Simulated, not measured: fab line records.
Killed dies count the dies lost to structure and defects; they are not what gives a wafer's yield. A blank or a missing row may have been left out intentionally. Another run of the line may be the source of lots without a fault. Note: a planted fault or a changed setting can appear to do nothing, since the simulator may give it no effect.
8D (eight disciplines) problem report, filled in by code	flow n5-finfet	the parts of the form that need people (team, actions taken, sign-off) are left out

== 1. THE ISSUE ==
killed_at_M0_to_M3 at N5_PASSIVATION_PROBE_49 reads a mean of 82 on 1 wafer of 1 lot; wafers without a fault read 33 with a standard deviation of 9.9. That puts it +4.9 standard deviations away from the usual mean.
First observed at day 14 07:04: wafer L680.2, on prober-01. The record has a number at this step for 4 wafers belonging to 2 lots. Rule for "out", or "out of limits": more than 4 standard deviations from the usual mean. All remaining wafers that have a number are taken as sound.

== 2. WHAT IT IS, WHAT IT ISN'T ==
question	is	is not
which readings at this step	killed_at_M0_to_M3, sort_bin_5_function	killed_at_M4_up, killed-at-contacts, killed-at-front-end, killed-at-other, killed-open, killed-short, sort_bin_6_memory
which lots	L680	L675
which wafers of those lots	all that have a number	-
read on which tools	prober-01	-
when	from day 14 07:04	up to then (3 sound wafers)

== 3. WHAT RULES OUT EACH SUSPECT ==
Counting: a tool at a process step up to the reading stays a suspect if it ran every lot that is out and no sound lot after the first of them.
- rie-diel-02 at N5_BEOL_M3_ETCH_70 (etches SOC in N2/H2, target depth 80 nm, overetch 16 nm, time 120 s): kept. It ran the lot that is out, L680 (day 9 08:41), and no sound lot after that; its last sound lot up to then is L675 (day 8 04:53).
- prober-01 at N5_PASSIVATION_PROBE_49: kept. It ran the lot that is out, L680 (day 14 07:04), and no sound lot after that; its last sound lot up to then is L675 (day 13 03:21). Its own killed_at_M0_to_M3, sort_bin_5_function readings are out on those wafers.
After counting, rie-diel-02 at N5_BEOL_M3_ETCH_70 and prober-01 at N5_PASSIVATION_PROBE_49 remain.

== 4. THE CAUSE (what the simulator had put in) ==
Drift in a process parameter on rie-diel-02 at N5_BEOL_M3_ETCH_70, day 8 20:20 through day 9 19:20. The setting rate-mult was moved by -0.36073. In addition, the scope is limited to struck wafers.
2 suspects survive the count, and this tool is in that group.

== 5. SEQUENCE OF EFFECTS, ordered by route ==
Each row: a reading where the mean over the struck wafers with a number is more than 3 standard deviations away from the usual. Readings are gone through only where the record gives a usual standard deviation; hours: the median, over the lots, of the time from a lot's start at the first step in this table giving one to that lot's start at this step; sigmas: the change measured in usual standard deviations.
hours	step	reading	usual	on struck wafers	change	sigmas
0	N5_PASSIVATION_PROBE_49	killed_at_M0_to_M3	33	82	+49	+4.9
0	N5_PASSIVATION_PROBE_49	sort_bin_5_function	5.1 %	10.0	+4.9	+4.5
It contains these process steps:
- N5_PASSIVATION_PROBE_49

== 6. HOW IT WOULD HAVE BEEN CAUGHT EARLIER ==
131 hours passed between the start of the fault at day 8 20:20 and the first reading out of limits in this record, taken at day 14 07:04.
No tool reading at N5_BEOL_M3_ETCH_70 that has a usual standard deviation in the record was out on any struck wafer, so an alarm limit of 4 standard deviations on those readings would not have fired.
The start of N5_BEOL_M3_ETCH_70 on rie-diel-02 came by day 14 07:04 for every one of the lots that are out (1). None of them would have been spared by holding the tool at that moment.
